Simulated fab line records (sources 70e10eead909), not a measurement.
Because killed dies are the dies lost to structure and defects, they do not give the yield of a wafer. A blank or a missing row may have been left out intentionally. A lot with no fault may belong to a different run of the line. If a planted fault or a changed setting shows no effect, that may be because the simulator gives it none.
One fault seen from 2 desks | flow nand_harc | every desk sees just its own numbers, and what lay behind them comes last

== DESK OF THE TOOL OWNER: pecvd_onon-04 ==
The tool's own readings at NHARC_A_ONON_D2_DEP_19 (target thk 1000 nm): means of the sampled wafers that have a number, for each lot that ran on this tool. Marked OUT: a lot whose mean sits more than 4 standard deviations from the usual mean, which makes it out of limits; the brackets give that distance.
Columns: A = sih4_flow_sccm at NHARC_A_ONON_D2_DEP_19, usual 210.0 sccm
lot  | first seen here | A
L690 | day 12 22:44    | 209.8
L692 | day 13 05:04    | 210.8
L695 | day 17 11:56    | 210.8
L696 | day 17 12:14    | 211.1
L705 | day 18 18:55    | 209.1
This desk's verdict: no lot among the 5 shows anything out of limits.

== FROM THE METROLOGY DESK ==
What the gauges read, lot by lot, whatever tool the lot ran on: means of the sampled wafers that have a number. Marked OUT: a lot whose mean sits more than 4 standard deviations from the usual mean, which makes it out of limits; the brackets give that distance.
Columns: A = thk_nm at NHARC_A_ONON_D2_THK_MEAS_21, usual 997 nm
lot  | first seen here | A
L690 | day 12 23:11    | 989
L691 | day 13 05:31    | 986
L692 | day 13 05:31    | 996
L694 | day 17 00:04    | 1006
L695 | day 17 12:20    | 949 (-7.1) OUT
L699 | day 17 12:26    | 1005
L696 | day 17 12:41    | 989
L705 | day 18 19:11    | 916 (-12) OUT
L707 | day 19 14:07    | 994
L708 | day 20 11:09    | 989
L710 | day 20 23:16    | 989
L711 | day 22 05:04    | 992
L712 | day 22 05:04    | 990
L713 | day 23 09:43    | 999
Finding of this desk: L695, L705 out of limits; the first was L695 at day 17 12:20, on thk_nm at NHARC_A_ONON_D2_THK_MEAS_21. In limits: L690, L691, L692, L694, L699, L696, L707, L708, L710, L711, L712, L713.

== TAKEN TOGETHER ==
L695, L705 would have let the metrology desk raise an alarm at day 17 12:20.
The desk of the tool owner found nothing out of limits.
On record at the tool owner's desk: L695, L705, within its limits.
Every lot named ran NHARC_A_ONON_D2_DEP_19 on pecvd_onon-04.

== WHAT WAS PUT IN BY THE SIMULATOR ==
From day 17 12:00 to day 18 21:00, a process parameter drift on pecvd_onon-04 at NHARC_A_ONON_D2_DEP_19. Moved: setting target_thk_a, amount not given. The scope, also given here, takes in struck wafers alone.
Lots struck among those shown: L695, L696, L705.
Per desk, hours elapsed from the start of the fault to the first reading out of limits: for the metrology desk, 0.
